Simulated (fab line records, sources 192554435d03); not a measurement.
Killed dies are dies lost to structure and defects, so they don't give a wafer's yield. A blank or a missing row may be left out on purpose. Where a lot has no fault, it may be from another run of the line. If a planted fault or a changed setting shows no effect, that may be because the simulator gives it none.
fab line records	flow n5-finfet
record lots=7	wafers=39
route steps=1938 shown BEOL_M9@1419 BEOL_M12@1656 TV_LITHO@1881
start-h: hours from the record's first day to the start of the lot's first wafer shown	wait-h: hours elapsed since this lot's preceding step	" identical to the entry in the row above	L1.1+2: one row covering several wafers at once	- either no value or no given start	* or withheld: withheld	< > ~ a bound
route shown NAME@n: names a module that has steps shown in the file, with the first one's number in the route	usual: average and standard deviation across the fault-free wafers	same: alike in all rows	chamber/n: place in a boat	sites: per-site readings	_std_site: standard deviation of those values	_edge_site: outer sites' mean less inner sites'	radius-mm: for every site, how far away it sits from the centre of the wafer	mask NAME#n: copy n	behind: the last tool/chamber to shape the wafer	hold: why the lot went on hold/how many hours it stayed there/how the hold came to an end	device: the transistor (n, p or np) that didn't switch	end of line: the same wafers' tests at the end of the route	step lacking rows: just its recipe	killed: dies that structure and defects cost at the first sort, which is not the same as the wafer's yield	map: the dies of a wafer, with x for killed, . for not killed, _ for no die there
set.NAME: setting as actually run; set.NAME@STEP: the setting as run at that earlier step	model.NAME: the simulator's own value behind a step, which no gauge read
one table per step and one row per wafer, for lots whose settings were changed on purpose
## steps
# step N5_BEOL_M9_ETCH_62
# recipe chemistry=N2/H2	target=SOC	target-depth-a=1100	overetch-a=220	mask-material=SiARC	temp-c=40	time-s=165	ion-energy-ev=200	pressure-mtorr=30	source-w=840	bias-w=150	n2-flow-sccm=200	h2-flow-sccm=200
lot.wafer	tool	chamber	start-h	wait-h	set.time-s	model.etch.depth-nm	model.SiARC_of_BEOL_M9_COAT_60.thk-nm
L076.1	rie-diel-05	2	313.90	0.0	86.37	70.03	26.6
L076.2	"	3	"	"	86.37	69.08	26.6
L076.3	"	0	"	"	86.37	67.3	26.8
L076.4	"	1	"	"	165	100.4	24
L076.5	"	2	"	"	165	100.5	23.6
L076.6	"	3	"	"	165	100.4	23.6
L078.1	rie-diel-02	0	321.93	0.0	165	100.2	23.2
L078.2	"	1	"	"	165	99.89	23.8
L078.3	"	3	"	"	165	100.1	23.4
L084.1	rie-diel-06	3	369.07	0.0	130.2	100	24.4
L084.2	"	1	"	"	130.2	100.1	25
L084.3	"	0	"	"	130.2	100.4	25
L084.4	"	2	"	"	165	100.3	23.8
L084.5	"	3	"	"	165	99.88	22.8
L084.6	"	2	"	"	165	100.1	23.6
L083.1	rie-diel-02	3	369.48	0.0	222.2	100.6	21.2
L083.2	"	0	"	"	222.2	100.2	21
L083.3	"	2	"	"	165	100.2	24
L083.4	"	3	"	"	165	100.7	23.4
L083.5	"	0	"	"	165	100.8	23.2
L083.6	"	2	"	"	222.2	100.7	21.8
L085.1	rie-diel-06	3	381.86	0.0	165	99.98	22.8
L085.2	"	0	"	"	73.83	57.4	27
L085.3	"	1	"	"	73.83	58.98	27
L085.4	"	2	"	"	165	99.91	23.4
L085.5	"	3	"	"	165	99.95	22.8
L085.6	"	0	"	"	73.83	57.24	27
L094.1	rie-diel-06	1	410.07	0.0	165	99.68	23.4
L094.2	"	3	"	"	165	99.56	22.8
L094.3	"	2	"	"	165	99.83	23.6
L094.4	"	1	"	"	165	99.65	23.4
L094.5	"	2	"	"	165	99.96	23.6
L094.6	"	3	"	"	165	99.63	22.8
L093.1	rie-diel-06	3	433.36	0.0	165	100.1	23
L093.2	"	0	"	"	248.2	100.2	20.6
L093.3	"	1	"	"	248.2	99.73	20.4
L093.4	"	0	"	"	248.2	100.1	20.6
L093.5	"	3	"	"	165	100	23
L093.6	"	1	"	"	165	99.83	23.6
# step N5_BEOL_M9_STRIP_68
# recipe chemistry=N2/H2	temp-c=40	n2-flow-sccm=200	h2-flow-sccm=200	rf-frequency-hz=6e+07
# step N5_BEOL_M9_STRIP_67
# recipe chemistry=CF4	resist=SiARC	power-w=300	bias-power-w=75	pressure-mtorr=50	cf4-flow-sccm=150	rf-frequency-hz=6e+07
# step N5_BEOL_M9_HM_OPEN_17
# recipe chemistry=Cl2/BCl3	target-depth-a=200	overetch-a=60	target=TiN	mask-material=SOC	ion-energy-ev=150	pressure-mtorr=10	icp-w=1000	bias-w=126	Cl2_flow_sccm=53.25	bcl3-flow-sccm=21.75	Ar_flow_sccm=25
# usual oes-product-au=0.72/0.039
lot.wafer	tool	chamber	start-h	wait-h	set.time-s@BEOL_M9_ETCH_62	oes-product-au
L076.1	rie-metal-02	0	314.09	0.0	86.37	0.33
L076.2	"	1	"	"	86.37	0.32
L076.3	"	0	"	"	86.37	0.33
L076.4	"	1	"	"	165	0.74
L076.5	"	1	"	"	165	0.74
L076.6	"	0	"	"	165	0.75
L078.1	rie-metal-01	1	322.12	0.0	165	0.79
L078.2	"	0	"	"	165	0.74
L078.3	"	1	"	"	165	0.79
L084.1	rie-metal-01	0	369.26	0.0	130.2	0.71
L084.2	"	1	"	"	130.2	0.76
L084.3	"	1	"	"	130.2	0.78
L084.4	"	0	"	"	165	0.71
L084.5	"	0	"	"	165	0.71
L084.6	"	1	"	"	165	0.77
L083.1	rie-metal-01	1	369.66	0.0	222.2	0.66
L083.2	"	0	"	"	222.2	0.60
L083.3	"	0	"	"	165	0.72
L083.4	"	1	"	"	165	0.76
L083.5	"	1	"	"	165	0.76
L083.6	"	0	"	"	222.2	0.62
L085.1	rie-metal-02	0	382.05	0.0	165	0.72
L085.2	"	1	"	"	73.83	0.31
L085.3	"	0	"	"	73.83	0.32
L085.4	"	1	"	"	165	0.72
L085.5	"	0	"	"	165	0.73
L085.6	"	1	"	"	73.83	0.32
L094.1	rie-metal-03	0	410.26	0.0	165	0.69
L094.2	"	0	"	"	165	0.70
L094.3	"	0	"	"	165	0.70
L094.4	"	0	"	"	165	0.70
L094.5	"	0	"	"	165	0.69
L094.6	"	0	"	"	165	0.70
L093.1	rie-metal-02	1	433.57	0.1	165	0.71
L093.2	"	0	"	"	248.2	0.55
L093.3	"	1	"	"	248.2	0.54
L093.4	"	0	"	"	248.2	0.56
L093.5	"	1	"	"	165	0.70
L093.6	"	0	"	"	165	0.70
# step N5_BEOL_M12_DEP_53
# recipe material=SiCN	target-thk-a=300	temp-c=withheld	precursor=3MS/NH3	pressure-torr=3	rf-w=675	time-s=10.5
lot.wafer	tool	chamber	start-h	wait-h	set.target-thk-a	model.SiCN_of_BEOL_M12_DEP_53.thk-nm
L076.1	pecvd-04	2	341.94	0.0	125.4	12.4
L076.2	"	0	"	"	300	30
L076.3	"	2	"	"	300	29.8
L076.4	"	0	"	"	300	30.2
L076.5	"	0	"	"	125.4	12.8
L076.6	"	2	"	"	125.4	12.6
L078.1	pecvd-01	2	348.22	0.0	300	30.4
L078.2+3	"	0,1	"	"	300	30
L083.1	pecvd-01	0	402.24	0.0	300	29.4
L083.2+3	"	1,2	"	"	300	29.8
L083.4	"	2	"	"	300	30.4
L083.5	"	1	"	"	300	30.2
L083.6	"	0	"	"	300	30
L084.1+6	pecvd-02	0	402.46	0.1	128.3	13.2
L084.2+3+5	"	0	"	"	300	30
L084.4	"	0	"	"	128.3	12.8
L085.1+3	pecvd-02	2	412.45	0.0	300	30
L085.2+5	"	0,2	"	"	300	30.2
L085.4	"	0	"	"	300	30.8
L085.6	"	0	"	"	300	30.6
L094.1	pecvd-04	0	449.90	0.0	370.7	37.4
L094.2	"	2	"	"	300	30
L094.3	"	1	"	"	370.7	36.8
L094.4+5	"	2,0	"	"	300	30.6
L094.6	"	1	"	"	370.7	37.2
L093.1	pecvd-04	1	459.57	0.0	300	29.6
L093.2+6	"	0,1	"	"	300	30.2
L093.3	"	2	"	"	300	30
L093.4	"	0	"	"	300	30.4
L093.5	"	2	"	"	300	30.6
# step N5_PASSIVATION_DEVELOP_09
# recipe develop-time-s=60	rinse-liquid=diw	dry=air-spin	dev-temp-c=21
lot.wafer	tool	chamber	start-h	wait-h	set.develop-time-s
L076.1+2+6	litho-track-04	0	-	-	94.94
L076.3+4+5	"	0	"	"	60
L078.1+2+3	litho-track-04	0	-	-	60
L083.1+3+6	litho-track-04	0	-	-	60
L083.2+4+5	"	0	"	"	73.34
L084.1+4+5	litho-track-03	0	-	-	26.7
L084.2+3+6	"	0	"	"	60
L085.1+2+3	litho-track-04	0	-	-	81.01
L085.4+5+6	"	0	"	"	60
L093.1+4+6	litho-track-04	0	-	-	60
L093.2+3+5	"	0	"	"	27.61
L094.1+2+3+4+5+6	litho-track-04	0	-	-	60
# step N5_PASSIVATION_HARDBAKE_11
# recipe temp-c=130	time-s=120
# step N5_PASSIVATION_CD_MEAS_10
# recipe target-cd-nm=3000	landing-energy-ev=500	detector=se-inlens
# usual cd-nm=2998.7/2.7
lot.wafer	tool	chamber	start-h	wait-h	set.develop-time-s@PASSIVATION_DEVELOP_09	cd-nm
L076.1	cd-sem-03	0	364.17	-	94.94	-
L076.2	"	0	"	"	94.94	-
L076.3	"	0	"	"	60	-
L076.4	"	0	"	"	60	2993.9
L076.5	"	0	"	"	60	2995.8
L076.6	"	0	"	"	94.94	3010.7
L078.1	cd-sem-02	0	369.66	-	60	2997.8
L078.2	"	0	"	"	60	3001.7
L078.3	"	0	"	"	60	2997.3
L083.1	cd-sem-03	0	428.17	-	60	2995.5
L083.2	"	0	"	"	73.34	3001.5
L083.3	"	0	"	"	60	2995.4
L083.4	"	0	"	"	73.34	2999.8
L083.5	"	0	"	"	73.34	3001.1
L083.6	"	0	"	"	60	3000.5
L084.1	cd-sem-01	0	428.22	-	26.7	2980.0
L084.2	"	0	"	"	60	3000.1
L084.3	"	0	"	"	60	2997.7
L084.4	"	0	"	"	26.7	2977.1
L084.5	"	0	"	"	26.7	2982.0
L084.6	"	0	"	"	60	3002.0
L085.1	cd-sem-02	0	443.52	-	81.01	3003.7
L085.2	"	0	"	"	81.01	-
L085.3	"	0	"	"	81.01	-
L085.4	"	0	"	"	60	2998.7
L085.5	"	0	"	"	60	3001.9
L085.6	"	0	"	"	60	-
L093.1	cd-sem-03	0	488.18	-	60	2998.6
L093.2	"	0	"	"	27.61	2977.1
L093.3	"	0	"	"	27.61	2977.7
L093.4	"	0	"	"	60	2995.9
L093.5	"	0	"	"	27.61	2981.4
L093.6	"	0	"	"	60	2997.3
L094.1	cd-sem-02	0	488.35	-	60	2996.2
L094.2	"	0	"	"	60	2997.1
L094.3	"	0	"	"	60	3002.0
L094.4	"	0	"	"	60	2998.7
L094.5	"	0	"	"	60	2999.7
L094.6	"	0	"	"	60	2997.4
# step N5_PASSIVATION_DESCUM_12
# recipe chemistry=O2	time-s=7.9	source-power-w=50	bias-power-w=20	pressure-mtorr=20	rf-frequency-hz=2.712e+07	temp-c=40	o2-flow-sccm=225
lot.wafer	tool	chamber	start-h	wait-h	set.develop-time-s@PASSIVATION_DEVELOP_09	model.TV_LITHO.cd-nm
L076.1	rie-diel-05	3	364.26	0.0	94.94	3006
L076.2	"	2	"	"	94.94	3009
L076.3+5	"	0,3	"	"	60	2996
L076.4	"	2	"	"	60	2994
L076.6	"	0	"	"	94.94	3011
L078.1	rie-diel-05	2	369.82	0.1	60	2998
L078.2	"	3	"	"	60	3001
L078.3	"	0	"	"	60	2997
L083.1	rie-diel-02	0	428.62	0.4	60	2996
L083.2	"	2	"	"	73.34	3002
L083.3	"	3	"	"	60	2995
L083.4	"	1	"	"	73.34	3000
L083.5	"	1	"	"	73.34	3001
L083.6	"	2	"	"	60	3000
L084.1	rie-diel-06	1	428.73	0.5	26.7	2980
L084.2	"	2	"	"	60	3000
L084.3	"	3	"	"	60	2997
L084.4	"	0	"	"	26.7	2977
L084.5	"	3	"	"	26.7	2982
L084.6	"	2	"	"	60	3002
L085.1	rie-diel-05	0	443.62	0.0	81.01	3004
L085.2	"	3	"	"	81.01	3005
L085.3	"	1	"	"	81.01	3009
L085.4	"	2	"	"	60	2999
L085.5	"	0	"	"	60	3002
L085.6	"	3	"	"	60	2996
L093.1	rie-diel-06	0	488.31	0.0	60	2998
L093.2	"	2	"	"	27.61	2977
L093.3	"	1	"	"	27.61	2978
L093.4	"	3	"	"	60	2996
L093.5	"	3	"	"	27.61	2982
L093.6	"	0	"	"	60	2997
L094.1	rie-diel-02	0	488.43	0.0	60	2996
L094.2+6	"	3,0	"	"	60	2997
L094.3	"	1	"	"	60	3002
L094.4	"	2	"	"	60	2999
L094.5	"	3	"	"	60	3000
## key
split step=N5_BEOL_M9_ETCH_62	setting=time-s	stated=165	by=wafer
response step=N5_BEOL_M9_ETCH_62	reading=model.etch.depth-nm	shape=bent	at-lowest=57.87	at-stated=100.1	at-highest=100
response step=N5_BEOL_M9_ETCH_62	reading=model.SiARC_of_BEOL_M9_COAT_60.thk-nm	change=-0.0632	per=1%	r=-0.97
response step=N5_BEOL_M9_HM_OPEN_17	reading=oes-product-au	shape=bent	at-lowest=0.32	at-stated=0.73	at-highest=0.55
split step=N5_BEOL_M12_DEP_53	setting=target-thk-a	stated=300	by=wafer
response step=N5_BEOL_M12_DEP_53	reading=model.SiCN_of_BEOL_M12_DEP_53.thk-nm	change=+0.297	per=1%	r=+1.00
split step=N5_PASSIVATION_DEVELOP_09	setting=develop-time-s	stated=60	by=wafer
response step=N5_PASSIVATION_CD_MEAS_10	reading=cd-nm	change=+0.312	per=1%	r=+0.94
response step=N5_PASSIVATION_DESCUM_12	reading=model.TV_LITHO.cd-nm	change=+0.288	per=1%	r=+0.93
